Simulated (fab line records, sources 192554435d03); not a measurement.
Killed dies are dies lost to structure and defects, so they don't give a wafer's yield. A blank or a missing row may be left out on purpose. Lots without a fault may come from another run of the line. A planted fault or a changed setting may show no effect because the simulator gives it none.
Problem report in the 8D (eight disciplines) form, filled by code | flow n5_finfet | the parts of the form that need people (team, actions taken, sign-off) are left out

1. THE PROBLEM
barrier_field_endpoint_s at N5_BEOL_M3_CMP_52 reads a mean of 20.1 s on 2 wafers of 2 lots; wafers without a fault read 24.9 s with a standard deviation of 0.65. That is -7.3 standard deviations from the usual mean.
The step: polishes, stops on SiOC, t overpolish 6.8 s, target thk 40 nm.
First seen on wafer L407.6, day 13 03:31, on cmp-04. The record holds 27 wafers of 9 lots with a number at this step. Rule for "out", or "out of limits": more than 4 standard deviations from the usual mean. The other wafers with a number count as sound.

2. WHAT IT IS AND WHAT IT IS NOT
question                    | is                       | is not
which readings at this step | barrier_field_endpoint_s | motor_current_A, slurry_flow_ml_min
which lots                  | L407, L410               | L397, L399, L400, L401, L408, L413, L416
which wafers of those lots  | L407.6, L410.6           | L407.1, L407.3, L410.1, L410.2
read on which tools         | cmp-04                   | cmp-01, cmp-03
when                        | from day 13 03:31        | up to then (17 sound wafers); but 8 sound wafers of L410, L413, L416 came after

3. SUSPECTS, AND WHAT RULES EACH OUT
Counting: a tool at a process step up to the reading stays a suspect if it ran every lot that is out. Sound lots after the first of them don't rule it out here, since some wafers of a struck lot are sound.
- pecvd-04 at N5_BEOL_M3_PECVD_72 (deposits SiO2 from TEOS/O2, target thk 16 nm, time 18 s): kept. It ran every lot that is out, first L407 (day 12 05:21); its last sound lot up to then is L408 (day 12 03:02).
- cmp-04 at N5_BEOL_M3_CMP_52 (polishes, stops on SiOC, t overpolish 6.8 s, target thk 40 nm): kept. It ran every lot that is out, first L407 (day 13 03:31); its last sound lot up to then is L399 (day 10 04:20). Its own readings are out on those wafers: barrier_field_endpoint_s.
- Within cmp-04 at N5_BEOL_M3_CMP_52: the wafers that are out ran in chambers 1, 2; their sound lot-mates ran in chambers 0, 3.
Left after counting: pecvd-04 at N5_BEOL_M3_PECVD_72, cmp-04 at N5_BEOL_M3_CMP_52.

4. THE CAUSE (what the simulator had put in)
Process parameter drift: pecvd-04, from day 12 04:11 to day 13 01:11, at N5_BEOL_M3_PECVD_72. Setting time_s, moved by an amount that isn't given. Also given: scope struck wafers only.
Counting left 2 suspects, and this tool is among them.

5. THE CHAIN OF EFFECTS, in route order
Each row: a reading whose mean over the struck wafers that have a number lies more than 3 standard deviations from the usual. Only readings for which the record gives a usual standard deviation are gone through. hours: the time from each lot's start at the first step in this table that gives one to its start at this step, as a median over the lots. sigmas: the change in usual standard deviations.
hours | step              | reading                  | usual  | on struck wafers | change | sigmas
0     | N5_BEOL_M3_CMP_52 | barrier_field_endpoint_s | 24.9 s | 20.1             | -4.8   | -7.3
The process steps in it:
- N5_BEOL_M3_CMP_52: polishes, stops on SiOC, t overpolish 6.8 s, target thk 40 nm.
Readings that are blank on the struck wafers while sound wafers have them: susceptor_temp_C at N5_BEOL_M3_PECVD_72.
Later measuring or inspecting steps at which every struck wafer that the step has a row for has a number for every such reading, and none has moved that far: N5_BEOL_M3_RS_MEAS_58, N5_BEOL_M4_RC_MEAS_101.

6. WHAT WOULD HAVE CAUGHT IT SOONER
In this record the first reading out of limits was taken at day 13 03:31, 23 hours after the fault began at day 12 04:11.
All the lots that are out (2) had begun N5_BEOL_M3_PECVD_72 on pecvd-04 by day 13 03:31. A hold on the tool at that time would have spared none of them.
